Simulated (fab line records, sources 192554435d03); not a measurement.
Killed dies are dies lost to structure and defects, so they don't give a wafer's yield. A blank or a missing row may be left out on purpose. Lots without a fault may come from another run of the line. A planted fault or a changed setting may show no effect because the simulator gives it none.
One fault seen from 2 desks | flow n5_finfet | each desk has only its own numbers; what lay behind them comes last

THE TOOL OWNER'S DESK: epi_rpcvd-03
The tool's own readings at N5_SD_EPI_N_VAPOR_ETCH_50 (etches Si in HCl, time 54 s): means of the sampled wafers that have a number, for each lot that ran on this tool. A lot is out of limits, marked OUT, if its mean lies more than 4 standard deviations from the usual mean; the brackets give that distance.
Columns: A = throttle_valve_pct at N5_SD_EPI_N_VAPOR_ETCH_50, usual 11.97 %
lot  | first seen here | A
L349 | day 3 15:20     | 11.86
L353 | day 4 14:28     | 11.70
L354 | day 4 20:15     | 11.76
L355 | day 5 02:22     | 11.83
L356 | day 5 09:50     | 11.92
L366 | day 7 20:16     | 11.89
L367 | day 8 06:40     | 11.84
L370 | day 8 19:04     | 11.73
This desk's finding: nothing out of limits on any of the 8 lots.

THE METROLOGY DESK
What the gauges read, lot by lot, whatever tool the lot ran on: means of the sampled wafers that have a number. A lot is out of limits, marked OUT, if its mean lies more than 4 standard deviations from the usual mean; the brackets give that distance. Of its 13 readings 7 are shown: those that lie furthest out on some lot.
Columns: A = DIBL_N at N5_BEOL_M4_RC_MEAS_101, usual 36.4 mV/V; B = IOFF_N at N5_BEOL_M4_RC_MEAS_101, usual 0.156 nA/um; C = IOFF_N_85C at N5_BEOL_M4_RC_MEAS_101, usual 3.1 nA/um; D = IOFF_N_LIN at N5_BEOL_M4_RC_MEAS_101, usual 0.073 nA/um; E = IOFF_P at N5_BEOL_M4_RC_MEAS_101, usual 0.21 nA/um; F = ION_N at N5_BEOL_M4_RC_MEAS_101, usual 674 uA/um; G = REXT_N at N5_BEOL_M4_RC_MEAS_101, usual 74.3 ohm.um
lot  | first seen here | A    | B     | C   | D     | E    | F   | G
L348 | day 7 23:52     | 36.2 | 0.155 | 3.1 | 0.075 | 0.23 | 679 | 73.4
L349 | day 8 05:44     | 37.6 | 0.185 | 3.5 | 0.086 | 0.23 | 679 | 75.7
L353 | day 8 23:57     | 38.8 | 0.224 | 4.0 | 0.095 | 0.28 | 690 | 71.2
L354 | day 9 03:59     | 37.1 | 0.185 | 3.5 | 0.083 | 0.22 | 686 | 71.8
L355 | day 9 11:13     | 40.3 | 0.222 | 4.2 | 0.093 | 0.21 | 699 | 70.5
L356 | day 10 06:21    | 38.1 | 0.189 | 3.6 | 0.084 | 0.23 | 687 | 74.5
L366 | day 12 12:56    | 37.3 | 0.170 | 3.2 | 0.079 | 0.24 | 676 | 73.5
L365 | day 12 19:10    | 34.3 | 0.113 | 2.4 | 0.054 | 0.17 | 658 | 73.8
L367 | day 12 20:18    | 34.3 | 0.128 | 2.6 | 0.064 | 0.19 | 666 | 75.3
L369 | day 14 02:38    | 36.5 | 0.162 | 3.1 | 0.075 | 0.21 | 665 | 74.3
L370 | day 14 02:44    | 35.3 | 0.146 | 2.8 | 0.071 | 0.18 | 678 | 75.2
This desk's finding: nothing out of limits on any of the 11 lots.

PUT TOGETHER
The tool owner's desk saw nothing out of limits.
The metrology desk saw nothing out of limits.

WHAT THE SIMULATOR HAD PUT IN
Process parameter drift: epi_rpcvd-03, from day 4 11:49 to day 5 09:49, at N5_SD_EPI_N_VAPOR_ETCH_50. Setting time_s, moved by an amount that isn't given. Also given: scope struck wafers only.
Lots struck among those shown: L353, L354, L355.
